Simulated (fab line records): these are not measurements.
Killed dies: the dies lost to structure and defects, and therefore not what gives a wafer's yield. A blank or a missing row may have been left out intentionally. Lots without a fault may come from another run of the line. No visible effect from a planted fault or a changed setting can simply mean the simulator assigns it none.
8D (eight disciplines) problem report, filled in by code	flow n5 finfet	the parts of the form that need people (team, actions taken, sign-off) are left out

== 1. PROBLEM STATEMENT ==
cd nm at N5_PASSIVATION_CD_MEAS_44 reads a mean of 40053 nm on 3 wafers of 3 lots; wafers without a fault read 40000 nm with a standard deviation of 2.8. Measured from the usual mean, that is +19 standard deviations.
The step: target cd 40000 nm.
The first sign was on wafer L860.2 at day 15 03:03, on cd sem-01. At this step, 30 wafers from 11 lots have a number in the record. Rule for "out" (also "out of limits"): further than 4 standard deviations from the usual mean. All remaining wafers that have a number are taken as sound.

== 2. WHAT IT IS, WHAT IT ISN'T ==
question	is	is not
which readings at this step	cd nm	-
which lots	L860, L861, L862	L852, L853, L854, L856, L863, L866, L867, L870
which wafers of those lots	L860.2, L861.2, L862.2	L860.6, L861.6, L862.6
read on which gauges	cd sem-01, cd sem-02	cd sem-03
when	from day 15 03:03	up to then (13 sound wafers); but 14 sound wafers of L861, L862, L863, L866, L867, L870 came after

== 3. WHAT RULES OUT EACH SUSPECT ==
Counting: any tool at a process step up to the reading remains a suspect provided it ran every lot that is out. Sound lots after the first of them don't rule it out here, since some wafers of a struck lot are sound.
- ruled out: the gauge at N5_PASSIVATION_CD_MEAS_44. The wafers that are out were read on 2 gauges (cd sem-01, cd sem-02).
- krf scanner-01 at N5_PASSIVATION_EXPOSE_41 (exposes mask PASS OPEN, defocus 0 nm, target cd 40000 nm): kept. Ran every lot that is out, first one L860 (day 15 02:53); last sound lot up to then L854 (day 14 02:10).
After counting, what remains is krf scanner-01 at N5_PASSIVATION_EXPOSE_41.

== 4. THE CAUSE (what the simulator had put in) ==
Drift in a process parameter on krf scanner-01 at N5_PASSIVATION_EXPOSE_41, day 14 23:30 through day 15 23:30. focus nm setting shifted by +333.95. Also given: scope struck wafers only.
This tool alone remained once counting was done.

== 5. THE CHAIN OF EFFECTS, in route order ==
One row per reading whose mean, taken over the struck wafers that have a number, lies over 3 standard deviations from the usual. Only readings for which the record gives a usual standard deviation are gone through. hours: the time from each lot's start at the first step in this table that gives one to its start at this step, as a median over the lots. sigmas: the change in usual standard deviations.
hours	step	reading	usual	on struck wafers	change	sigmas
0	N5_PASSIVATION_CD_MEAS_44	cd nm	40000 nm	40053	+53	+19

== 6. HOW IT WOULD HAVE BEEN CAUGHT EARLIER ==
4 hours passed between the start of the fault at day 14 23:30 and the first reading out of limits at a measuring or inspecting step in this record, taken at day 15 03:03.
Lots out: 3; of these, L861, L862 started N5_PASSIVATION_EXPOSE_41 on krf scanner-01 after day 15 03:03. A hold on the tool at that time would have spared those 2.
